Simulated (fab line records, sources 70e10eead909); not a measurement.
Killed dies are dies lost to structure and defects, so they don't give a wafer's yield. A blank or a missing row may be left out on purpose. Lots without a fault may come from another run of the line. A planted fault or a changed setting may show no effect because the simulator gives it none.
A struck lot beside a sound one | flow nand_harc | 18 steps out of a route of 1302
Sound: wafers L703.2, L703.3, L703.6. Struck: wafers L715.2, L715.3, L715.5. The cause comes at the end.
At each step with rows: each side's tool, then ch and its chambers, then its first start. Under that, the readings that differ: sound wafers | struck wafers | difference of the means | sigmas: that difference in standard deviations of wafers without a fault.
alike: readings whose means differ by less than 2 such deviations, and words and numbers that are the same on both sides. not compared: withheld readings, readings that some wafer has no value for, bounds like >300 that may hide the same value, and numbers for which the record gives no deviation and whose values overlap.
The two part at a step that has a row with sigmas, a row that says differs or no value, or rows on one side only. Numbers that don't overlap but have no deviation are shown without sigmas and don't part them. A reading that every wafer of one side lacks parts them only if that side has two wafers or more.

NHARC_P_GATE_CD_MEAS_46: target cd 720 nm.
  sound on cd_sem-02 ch 0, day 5 13:00; struck on cd_sem-01 ch 0, day 10 07:41
  alike: cd_nm
then, 1 step without rows for these wafers: NHARC_P_GATE_HARDBAKE_47 (time 80 s).
NHARC_P_GATE_DESCUM_48: chemistry O2, time 3 s.
  sound on rie_diel-02 ch 1,2,3, day 5 13:11; struck on rie_diel-09 ch 1,2,3, day 10 07:52
  alike: drypump_motor_current_A, oes_product_au, rf_vpp_V, showerhead_plenum_p_Torr, throttle_valve_pct
  not compared: rf_hours_counter_h
then, 1 step without rows for these wafers: NHARC_P_GATE_IMPLANT_49.
NHARC_P_GATE_STRIP_111: strips in N2/H2, time 250 s.
  sound on plasma_asher-02 ch 0,1, day 5 13:36; struck on plasma_asher-01 ch 0,1, day 10 08:16
  alike: drypump_motor_current_A, heater_power_w
  not compared: rf_hours_counter_h
NHARC_P_GATE_STRIP_75: strips in O2.
  sound on plasma_asher-02 ch 0,1, day 5 13:52; struck on plasma_asher-01 ch 0,1, day 10 08:32
  alike: drypump_motor_current_A, heater_power_w
  not compared: rf_hours_counter_h
then, 6 steps without rows for these wafers: NHARC_P_GATE_STRIP_50 (strips in SPM, time 900 s); NHARC_P_GATE_DEHYDRATE_51 (time 120 s); NHARC_P_GATE_HMDS_52 (time 30 s); NHARC_P_GATE_COAT_53; NHARC_P_GATE_SOFTBAKE_54 (time 95 s); NHARC_P_GATE_EBR_55.
NHARC_P_GATE_EXPOSE_56: exposes mask P PSD, target cd 720 nm.
  sound on krf_scanner-01 ch 0, day 5 14:38; struck on krf_scanner-01 ch 0, day 10 09:18
  reading | sound                   | struck                  | difference | sigmas
  mask    | P_PSD#0 P_PSD#0 P_PSD#0 | P_HVN#0 P_HVN#0 P_HVN#0 | differs    |
then, 2 steps without rows for these wafers: NHARC_P_GATE_PEB_57 (peb time 85 s); NHARC_P_GATE_DEVELOP_58 (time 70 s).
NHARC_P_GATE_CD_MEAS_59: target cd 720 nm.
  sound on cd_sem-03 ch 0, day 5 14:47; struck on cd_sem-01 ch 0, day 10 09:27
  reading    | sound             | struck | difference                    | sigmas
  cd_nm (nm) | 717.6 718.3 718.0 | - - -  | no value on the struck wafers |
then, 1 step without rows for these wafers: NHARC_P_GATE_HARDBAKE_60 (time 80 s).
-- the record jumps here: 19 days lie between the struck wafers' starts before and after (it left off in module P_GATE and takes up again in module END, whose first step shown is number 1302 of the route) --
NHARC_END_SORT_01:
  the record has rows for the struck wafers here (prober-01 ch 0, day 29 03:22) and none for the sound ones

WHERE THEY PART
First at NHARC_P_GATE_EXPOSE_56; last, within this record, at NHARC_END_SORT_01.

WHY: what the simulator had put in
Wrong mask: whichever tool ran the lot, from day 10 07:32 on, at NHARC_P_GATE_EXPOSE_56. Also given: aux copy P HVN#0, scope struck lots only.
